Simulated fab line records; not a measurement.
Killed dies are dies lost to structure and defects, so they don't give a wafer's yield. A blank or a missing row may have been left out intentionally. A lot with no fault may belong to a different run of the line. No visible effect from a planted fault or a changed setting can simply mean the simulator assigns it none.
Which of the tools did it?    flow n5Finfet    10 lots with 30 wafers sampled at 2 steps, on a route of 1938 steps

## WHAT THE GAUGES SHOWED, per wafer
N5_BEOL_M7_INSPECT_58: inspects for defects (darkfield).
lot   measured      on                rawDefectCount
L312  day 10 08:04  defectInspect-02  81 137 100
L313  day 10 15:47  defectInspect-02  87 68 50
L314  day 10 21:49  defectInspect-01  47 46 55
L316  day 11 16:56  defectInspect-01  107 66 68
L318  day 12 01:11  defectInspect-01  41 57 63
L322  day 12 12:14  defectInspect-01  46 85 59
L328  day 14 22:54  defectInspect-02  66 73 53
L330  day 15 04:35  defectInspect-01  48 32 51
L332  day 15 07:23  defectInspect-02  52 48 52
L333  day 16 10:01  defectInspect-02  74 49 68

## WHAT TOOL EACH LOT RAN ON (gives the tool, then ch and the chambers of the sampled wafers, and finally the start)
lot   N5_BEOL_M7_CURE_75
L312  uvCure-01 ch 0, day 10 05:02
L313  uvCure-01 ch 1, day 10 13:06
L314  uvCure-01 ch 1, day 10 19:28
L316  uvCure-01 ch 2, day 11 13:33
L318  uvCure-03 ch 2, day 11 22:47
L322  uvCure-03 ch 2, day 12 09:59
L328  uvCure-03 ch 1, day 14 20:19
L330  uvCure-01 ch 2, day 15 02:10
L332  uvCure-03 ch 2, day 15 04:20
L333  uvCure-01 ch 1, day 16 07:20
- N5_BEOL_M7_CURE_75: cures SiCOH lowk, time 120 s.

## THE ANSWER, worked out from the rows above alone
Rule: the lots themselves supply what counts as usual. Put in order of their means at a reading, lots are off if they are a third of the lots or fewer, leave a main group of 4 or more, and stand apart from it by a gap of 3 or more times the standard deviation of the main group's means; of several such gaps the widest counts. The tables above print the reading to a certain number of digits; a main group whose means all agree to those digits is not used. Also off: a lot with no number at a reading for which 4 or more lots have one. Any other lot the step has rows for is counted as sound.
None of the lots is off at any reading shown; this tells nothing.

## WHAT WAS PUT IN BY THE SIMULATOR
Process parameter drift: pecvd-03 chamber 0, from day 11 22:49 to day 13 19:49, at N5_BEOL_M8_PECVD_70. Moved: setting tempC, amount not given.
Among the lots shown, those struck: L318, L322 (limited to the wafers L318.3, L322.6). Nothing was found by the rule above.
